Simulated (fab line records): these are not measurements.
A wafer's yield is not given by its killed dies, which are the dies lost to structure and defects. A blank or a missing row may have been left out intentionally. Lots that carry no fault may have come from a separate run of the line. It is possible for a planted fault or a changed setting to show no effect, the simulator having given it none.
fab line records    flow n5-finfet
record: lots: 11  wafers: 33  last-day: 17
route steps=1938 shown MIM_TOP_ETCH@1853 MIM_BOT_ETCH@1869 TV_LITHO@1883 PASSIVATION@1936
lots untouched by any fault: they come from a run of this same line in which no faults occurred
start-h: hours from the record's opening day to when the first of the lot's shown wafers began    wait-h: how many hours have passed since the lot's step before this one    " the same as in the row above    L1.1+2: a row that stands for several wafers    - no value, or no start given    * or withheld: withheld    < > ~ a bound
route shown NAME@n: a module of which the file shows steps, and the number in the route of the first    usual: the fault-free wafers' mean and standard deviation    same: alike in all rows    chamber/n: place in a boat    sites: readings site by site    _std_site: standard deviation across them    _edge_site: inner sites' mean taken away from outer sites' mean    radius-mm: for every site, how far away it sits from the centre of the wafer    mask NAME#n: copy n    behind: the last tool/chamber to shape the wafer    hold: reason for holding the lot/hours on hold/outcome of the hold    device: the n, p or np transistor that did not switch    end of line: the same wafers' tests at the end of the route    where a step has no rows: the recipe by itself    killed: dies that structure and defects cost at the first sort, which is not the same as the wafer's yield    map: dies across one wafer; x = killed, . = not, _ = none there
set.NAME: setting as actually run; set.NAME@STEP: the setting as run at that earlier step    model.NAME: the simulator's own value behind a step, which no gauge read
route steps across a sampled set of lots; one table per step, one row per wafer
services: a tool's chamber out of use, with start hour (start-h, from the record's first day; less than 0 if before it), hours out, and reason
== steps ==
step: N5_MIM_TOP_ETCH_PECVD_03
recipe: material: SiNx  target-thk-a: 200  temp-c: 400  precursor: SiH4/NH3/N2  pressure-torr: 1.5  rf-w: 300  time-s: 17.6
usual: heater-power-outer-w: 456/43  heater-power-w: 754/67  showerhead-plenum-p-Torr: 5.14/0.058  throttle-valve-pct: 40.2/2.4
lot.wafer  tool      chamber  start-h  wait-h  heater-power-outer-w  heater-power-w  showerhead-plenum-p-Torr  since-wet-clean-h  throttle-valve-pct
L760.1     pecvd-04  1        281.40   -       501                   825             5.09                      1529               40.1
L760.4     "         2        "        "       458                   742             5.20                      -                  38.1
L760.6     "         1        "        "       390                   687             5.07                      -                  40.0
L759.1     pecvd-02  1        292.21   -       471                   736             5.03                      1721               39.0
L759.3     "         0        "        "       421                   736             5.25                      996                40.1
L759.4     "         1        "        "       476                   746             5.04                      -                  39.4
L762.2     pecvd-04  2        302.44   -       456                   751             5.20                      70                 38.5
L762.3     "         0        "        "       548                   804             5.15                      825                43.0
L762.6     "         2        "        "       471                   763             5.20                      -                  38.4
L765.3     pecvd-04  0        316.71   -       441                   674             5.13                      839                43.5
L765.4     "         0        "        "       462                   692             5.14                      -                  43.6
L765.5     "         1        "        "       489                   835             5.09                      -                  39.9
L766.2     pecvd-02  0        322.65   -       500                   866             5.25                      1027               40.5
L766.4     "         1        "        "       473                   745             5.02                      -                  39.4
L766.5     "         2        "        "       360                   637             5.13                      -                  38.4
L761.2     pecvd-03  0        328.98   -       431                   758             5.13                      1214               41.6
L761.5     "         2        "        "       417                   692             5.17                      -                  35.9
L761.6     "         1        "        "       405                   655             5.14                      -                  42.9
L764.2     pecvd-02  0        329.88   -       488                   821             5.25                      1034               40.3
L764.3     "         1        "        "       438                   678             5.03                      1759               39.1
L764.4     "         0        "        "       493                   818             5.25                      -                  40.4
L767.1     pecvd-04  0        336.67   -       493                   742             5.13                      859                43.4
L767.2     "         2        "        "       442                   755             5.20                      105                38.3
L767.4     "         0        "        "       492                   738             5.16                      -                  43.5
L768.1     pecvd-03  2        337.13   -       488                   821             5.19                      450                35.7
L768.2     "         0        "        "       500                   874             5.13                      1222               41.9
L768.3     "         1        "        "       431                   712             5.14                      1947               43.0
L773.1     pecvd-03  2        381.19   -       441                   733             5.18                      494                36.2
L773.3     "         0        "        "       488                   839             5.11                      1266               42.0
L773.6     "         1        "        "       404                   651             5.14                      -                  43.1
L781.2     pecvd-02  0        404.18   -       431                   751             5.27                      1108               40.4
L781.3     "         1        "        "       455                   722             5.04                      1833               39.2
L781.4     "         0        "        "       446                   755             5.25                      -                  40.3
step: N5_MIM_BOT_ETCH_STRIP_01
recipe: chemistry: O2  power-w: 600  temp-c: 60  pressure-mtorr: 30  rf-frequency-hz: 6e+07  bias-power-w: 0  overash-fraction: 0.5  o2-flow-sccm: 225
usual: drypump-motor-current-A: 5.6/0.57  oes-product-au: 0.79/0.07  rf-vpp-V: 3.6/1.3  showerhead-plenum-p-Torr: 2.07/0.087  throttle-valve-pct: 16.72/0.19
lot.wafer  tool         chamber  start-h  wait-h  drypump-motor-current-A  oes-product-au  rf-hours-counter-h  rf-vpp-V  showerhead-plenum-p-Torr  throttle-valve-pct
L760.1     rie-diel-04  2        282.26   0.1     5.7                      0.93            19                  2.8       2.07                      16.24
L760.4     "            3        "        "       5.9                      0.88            45                  2.7       2.22                      16.74
L760.6     "            2        "        "       5.8                      0.94            -                   6.3       2.07                      16.26
L759.1     rie-diel-05  2        293.73   0.2     6.1                      0.75            141                 4.0       2.10                      16.92
L759.3     "            3        "        "       4.7                      0.76            113                 1.5       2.05                      16.91
L759.4     "            0        "        "       5.2                      0.75            178                 4.8       2.00                      16.59
L762.2     rie-diel-03  1        303.27   0.1     6.4                      0.96            2                   2.9       2.15                      16.65
L762.3     "            0        "        "       5.3                      0.81            131                 2.7       2.04                      16.83
L762.6     "            2        "        "       4.8                      0.85            -                   4.4       2.06                      16.47
L765.3     rie-diel-04  2        317.54   0.1     5.8                      0.90            35                  2.7       2.06                      16.32
L765.4     "            1        "        "       6.1                      0.80            106                 3.5       2.21                      16.55
L765.5     "            2        "        "       5.8                      0.90            -                   5.4       2.07                      16.31
L766.2     rie-diel-03  1        323.48   0.1     6.3                      0.96            9                   2.5       2.14                      16.69
L766.4     "            2        "        "       4.8                      0.85            64                  4.2       2.06                      16.53
L766.5     "            0        "        "       5.3                      0.80            -                   5.0       2.03                      16.84
L761.2     rie-diel-05  3        329.98   0.1     4.7                      0.77            124                 5.0       2.04                      16.95
L761.5     "            2        "        "       6.0                      0.74            -                   2.9       2.09                      17.00
L761.6     "            3        "        "       4.7                      0.75            -                   3.9       2.04                      16.95
L764.2     rie-diel-05  0        330.73   0.1     5.2                      0.70            189                 1.8       2.00                      16.60
L764.3     "            2        "        "       6.0                      0.74            154                 5.6       2.09                      16.99
L764.4     "            1        "        "       5.9                      0.77            138                 1.4       2.00                      16.87
L767.1     rie-diel-03  1        338.03   0.2     6.3                      0.91            14                  2.7       2.14                      16.69
L767.2     "            3        "        "       5.5                      0.68            218                 5.6       1.91                      16.86
L767.4     "            2        "        "       4.8                      0.83            69                  4.5       2.05                      16.60
L768.1     rie-diel-05  0        338.30   0.2     5.2                      0.73            193                 5.3       2.00                      16.62
L768.2     "            3        "        "       4.7                      0.77            128                 2.8       2.04                      16.94
L768.3     "            2        "        "       6.0                      0.75            157                 4.1       2.09                      17.02
L773.1     rie-diel-03  2        382.36   0.2     4.8                      0.81            87                  2.1       2.05                      16.60
L773.3     "            1        "        "       6.4                      0.87            30                  2.4       2.14                      16.67
L773.6     "            0        "        "       5.3                      0.76            -                   4.1       2.03                      16.91
L781.2     rie-diel-04  1        405.03   0.1     6.1                      0.81            136                 3.2       2.20                      16.60
L781.3     "            0        "        "       6.5                      0.72            170                 4.1       2.17                      16.63
L781.4     "            3        "        "       6.0                      0.82            94                  5.3       2.20                      16.80
step: N5_PASSIVATION_CD_MEAS_10
recipe: target-cd-nm: 3000  landing-energy-ev: 500  detector: se-inlens
usual: cd-nm: 2999.7/2.2
same: landing-energy-ev: 500
lot.wafer  tool       chamber  start-h  wait-h  cd-nm
L760.1     cd-sem-01  0        283.18   -       2998.6
L760.4     "          0        "        "       3002.8
L760.6     "          0        "        "       2999.3
L759.1     cd-sem-01  0        294.76   -       3001.4
L759.3     "          0        "        "       2999.3
L759.4     "          0        "        "       2999.5
L762.2     cd-sem-02  0        305.81   -       2998.9
L762.3     "          0        "        "       3001.0
L762.6     "          0        "        "       3002.1
L765.3     cd-sem-03  0        321.03   -       2999.4
L765.4     "          0        "        "       2998.9
L765.5     "          0        "        "       2995.3
L766.2     cd-sem-03  0        324.69   -       2996.3
L766.4     "          0        "        "       3000.1
L766.5     "          0        "        "       2998.3
L761.2     cd-sem-03  0        330.88   -       3003.1
L761.5     "          0        "        "       3001.8
L761.6     "          0        "        "       3003.1
L764.2     cd-sem-03  0        334.88   -       2995.2
L764.3     "          0        "        "       3000.9
L764.4     "          0        "        "       3000.3
L767.1     cd-sem-03  0        339.50   -       2999.8
L767.2     "          0        "        "       3003.2
L767.4     "          0        "        "       3000.8
L768.1     cd-sem-03  0        340.02   -       2995.5
L768.2     "          0        "        "       3002.5
L768.3     "          0        "        "       3003.1
L773.1     cd-sem-02  0        384.08   -       3002.8
L773.3     "          0        "        "       3002.3
L773.6     "          0        "        "       3001.3
L781.2     cd-sem-01  0        407.58   -       3000.7
L781.3     "          0        "        "       3003.1
L781.4     "          0        "        "       2999.0
step: N5_PASSIVATION_OVL_MEAS_60
recipe: points-per-wafer: 44
usual: TV_OVL: 3/7
lot.wafer  tool        chamber  start-h  wait-h  TV_OVL[nm]
L760.1     overlay-01  0        283.21   0.0     7
L760.4     "           0        "        "       14
L760.6     "           0        "        "       21
L759.1     overlay-01  0        294.79   0.0     6
L759.3     "           0        "        "       -2
L759.4     "           0        "        "       4
L762.2     overlay-01  0        305.84   0.0     8
L762.3     "           0        "        "       -5
L762.6     "           0        "        "       6
L765.3     overlay-01  0        321.06   0.0     3
L765.4     "           0        "        "       5
L765.5     "           0        "        "       2
L766.2     overlay-01  0        324.72   0.0     4
L766.4     "           0        "        "       -5
L766.5     "           0        "        "       -4
L761.2     overlay-02  0        330.91   0.0     -4
L761.5     "           0        "        "       5
L761.6     "           0        "        "       -4
L764.2     overlay-01  0        334.91   0.0     0
L764.3     "           0        "        "       0
L764.4     "           0        "        "       5
L767.1     overlay-02  0        339.53   0.0     5
L767.2     "           0        "        "       -2
L767.4     "           0        "        "       -2
L768.1     overlay-02  0        340.05   0.0     3
L768.2     "           0        "        "       10
L768.3     "           0        "        "       5
L773.1     overlay-02  0        384.11   0.0     2
L773.3     "           0        "        "       -1
L773.6     "           0        "        "       16
L781.2     overlay-02  0        407.61   0.0     13
L781.3     "           0        "        "       -9
L781.4     "           0        "        "       12
step: N5_PASSIVATION_INSPECT_61
recipe: mode: adi  inspect-instrument: macro
usual: raw-defect-count: 2.0/1.3
lot.wafer  tool               chamber  start-h  wait-h  raw-defect-count
L760.1     defect-inspect-02  -        283.23   0.0     3
L760.4     "                  -        "        "       6
L760.6     "                  -        "        "       1
L759.1     defect-inspect-02  -        294.82   0.0     3
L759.3     "                  -        "        "       2
L759.4     "                  -        "        "       2
L762.2     defect-inspect-02  -        305.87   0.0     1
L762.3     "                  -        "        "       1
L762.6     "                  -        "        "       2
L765.3     defect-inspect-02  -        321.09   0.0     3
L765.4     "                  -        "        "       4
L765.5     "                  -        "        "       2
L766.2     defect-inspect-02  -        324.74   0.0     2
L766.4     "                  -        "        "       1
L766.5     "                  -        "        "       3
L761.2     defect-inspect-02  -        330.93   0.0     1
L761.5     "                  -        "        "       0
L761.6     "                  -        "        "       2
L764.2     defect-inspect-02  -        334.93   0.0     3
L764.3     "                  -        "        "       1
L764.4     "                  -        "        "       3
L767.1     defect-inspect-01  -        339.55   0.0     0
L767.2     "                  -        "        "       3
L767.4     "                  -        "        "       1
L768.1     defect-inspect-02  -        340.07   0.0     1
L768.2     "                  -        "        "       0
L768.3     "                  -        "        "       2
L773.1     defect-inspect-02  -        384.14   0.0     2
L773.3     "                  -        "        "       >300
L773.6     "                  -        "        "       1
L781.2     defect-inspect-02  -        407.64   0.0     3
L781.3     "                  -        "        "       0
L781.4     "                  -        "        "       1
step: N5_PASSIVATION_PROBE_49
usual: defect-limited-yield: 91.2/1.5  killed_at_M0_to_M3: 34/11  killed_at_M4_up: 14/5.4  killed-at-contacts: 12/5.9  killed-at-front-end: 40/12  killed-at-other: 4/3.3  killed-dies: 103/18  killed-on-rim: 14/4.1  killed-open: 68/13  killed-short: 34/7.5  sort_bin_5_function: 5.1/1  sort_bin_6_memory: 3.3/0.7  sort-n-pass: 1076/18  sort-yield-pct: 91.2/1.5
same: gross-dies: 1180  killed-at-back-side: 0  sort_bin_4_leakage[%]: 0  sort_bin_8_speed[%]: 0
lot.wafer  tool       chamber  start-h  wait-h  defect-limited-yield[%]  killed_at_M0_to_M3  killed_at_M4_up  killed-at-contacts  killed-at-front-end  killed-at-other  killed-dies  killed-on-rim  killed-open  killed-short  sort_bin_5_function[%]  sort_bin_6_memory[%]  sort-n-pass  sort-yield-pct[%]
L759.1     prober-02  -        303.98   0.0     92.5                     21                  11               17                  34                   6                89           20             63           26            4.4                     3.0                   1091         92.5
L759.3     prober-02  -        304.08   0.1     92.6                     28                  7                15                  32                   5                87           13             55           31            3.8                     3.2                   1093         92.6
L759.4     prober-02  -        304.13   0.2     91.8                     15                  11               14                  53                   4                97           12             59           37            4.7                     3.1                   1083         91.8
L766.2     prober-01  -        334.26   0.1     92.2                     32                  15               2                   41                   2                92           10             57           34            4.7                     2.8                   1088         92.2
L766.4     prober-01  -        334.36   0.2     91.4                     19                  14               9                   57                   3                102          21             64           37            4.6                     3.8                   1078         91.4
L766.5     prober-01  -        334.41   0.2     92.2                     17                  21               12                  41                   1                92           16             63           29            5.1                     2.5                   1088         92.2
L773.1     prober-02  -        391.06   0.0     91.3                     25                  8                5                   59                   6                103          20             72           31            5.8                     2.9                   1077         91.3
L773.3     prober-02  -        391.16   0.1     84.3                     35                  14               13                  43                   80               185          34             75           32            9.0                     4.7                   995          84.3
L773.6     prober-02  -        391.31   0.3     92.0                     26                  18               3                   45                   2                94           13             67           26            5.9                     1.8                   1086         92.0
killed by level:class
L759.1 MOL_CONTACT_COAG:geometric-particle:open=13 STI_FIN_REVEAL:geometric-particle:open=10 BEOL_M4:geometric-particle:open=7 DUMMY_GATE:geometric-particle:open=5 BEOL_M0_SAQP:geometric-particle:short=5 BEOL_M2:geometric-particle:open=5 ILD0:geometric-particle:open=4 MOL_CONTACT_COAG:geometric-particle:short=4
L759.3 MOL_CONTACT_COAG:geometric-particle:open=14 STI_FIN_REVEAL:geometric-particle:open=9 BEOL_M1:geometric-particle:open=7 DUMMY_GATE:geometric-particle:open=6 BEOL_M0_SAQP:geometric-particle:short=6 GATE_CUT:geometric-particle:short=5 BEOL_M0_SAQP:geometric-particle:open=4 BEOL_M4:geometric-particle:open=4
L759.4 STI_FIN_REVEAL:geometric-particle:open=14 MOL_CONTACT_COAG:geometric-particle:open=11 FIN_SAQP:geometric-particle:short=9 BEOL_M4:geometric-particle:open=8 STARTING-WAFER:geometric-particle:open=7 GATE_CUT:geometric-particle:short=6 STI_FIN_REVEAL:geometric-particle:short=4 STARTING-WAFER:geometric-particle:short=4
L766.2 FIN_SAQP:geometric-particle:open=10 BEOL_M0_SAQP:geometric-particle:open=10 FIN_SAQP:geometric-particle:short=9 BEOL_M0_SAQP:geometric-particle:short=9 BEOL_M4:geometric-particle:open=5 STARTING-WAFER:geometric-particle:open=5 STI_FIN_REVEAL:geometric-particle:open=4 GATE_CUT:geometric-particle:short=4
L766.4 FIN_SAQP:geometric-particle:short=19 FIN_SAQP:geometric-particle:open=17 BEOL_M4:geometric-particle:open=7 MOL_CONTACT_COAG:geometric-particle:open=6 STI_FIN_REVEAL:geometric-particle:open=6 BEOL_M0_SAQP:geometric-particle:open=6 BEOL_M1:geometric-particle:open=4 DUMMY_GATE:geometric-particle:open=3
L766.5 MOL_CONTACT_COAG:geometric-particle:open=11 FIN_SAQP:geometric-particle:open=10 GATE_CUT:geometric-particle:open=6 GATE_CUT:geometric-particle:short=6 BEOL_M0_SAQP:geometric-particle:open=6 BEOL_M4:geometric-particle:open=6 BEOL_M0_SAQP:geometric-particle:short=4 BEOL_M6:geometric-particle:open=4
L773.1 STI_FIN_REVEAL:geometric-particle:open=17 FIN_SAQP:geometric-particle:open=9 BEOL_M3:geometric-particle:open=9 FIN_SAQP:geometric-particle:short=7 DUMMY_GATE:geometric-particle:open=7 STI_FIN_REVEAL:geometric-particle:short=6 MOL_CONTACT_COAG:geometric-particle:open=4 BEOL_M1:geometric-particle:open=4
L773.3 MIM_BOT_ETCH:unspecified=77 FIN_SAQP:geometric-particle:open=13 STI_FIN_REVEAL:geometric-particle:open=12 BEOL_M2:geometric-particle:open=12 MOL_CONTACT_COAG:geometric-particle:open=10 FIN_SAQP:geometric-particle:short=8 BEOL_M3:geometric-particle:open=7 BEOL_M4:geometric-particle:open=5
L773.6 STI_FIN_REVEAL:geometric-particle:open=10 DUMMY_GATE:geometric-particle:open=9 BEOL_M4:geometric-particle:open=8 BEOL_M3:geometric-particle:open=6 FIN_SAQP:geometric-particle:open=5 BEOL_M2:geometric-particle:open=5 FIN_SAQP:geometric-particle:short=4 FIN_CUT:geometric-particle:short=4
== services ==
tool         chamber  start-h  hours  kind
rie-diel-03  1        258.58   -      clean
rie-diel-03  1        258.58   -      consumable-replace:focus-ring
rie-diel-03  1        258.58   25.3   scheduled-down
rie-diel-03  1        258.58   25.3   vent-cycle
pecvd-02     2        258.87   2.1    scheduled-down
pecvd-04     1        273.54   5.3    repair
rie-diel-03  -        282.27   14.6   pm
rie-diel-05  -        290.03   0.5    repair
rie-diel-04  -        306.33   0.4    repair
pecvd-02     -        346.37   2.8    pm
pecvd-03     -        372.60   2.8    pm
rie-diel-03  3        374.28   19.2   repair
pecvd-04     1        379.70   11.8   repair
== key ==
first-sign: step: N5_PASSIVATION_INSPECT_61  reading: raw-defect-count  direction: up  sigmas: 99+  usual: 2.0  struck: >300
effect: step: N5_PASSIVATION_PROBE_49  reading: killed-at-other  direction: up  sigmas: 23  usual: 4  struck: 80
more-kills-born-at: N5_MIM_BOT_ETCH_STRIP_01@rie-diel-03: 77
met-at N5_MIM_BOT_ETCH_STRIP_01
struck-lots L773
struck-wafers L773.3
not-acting-at N5_MIM_TOP_ETCH_PECVD_03,N5_PASSIVATION_CD_MEAS_10,N5_PASSIVATION_OVL_MEAS_60
onset-between 338.03 382.36
fault: kind: chamber-particle-source  tool: rie-diel-03  chamber: 1  onset-h: 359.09  steps: N5_MIM_BOT_ETCH_STRIP_01  rate-per-visit-cm2: 1.2751  end-h: 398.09
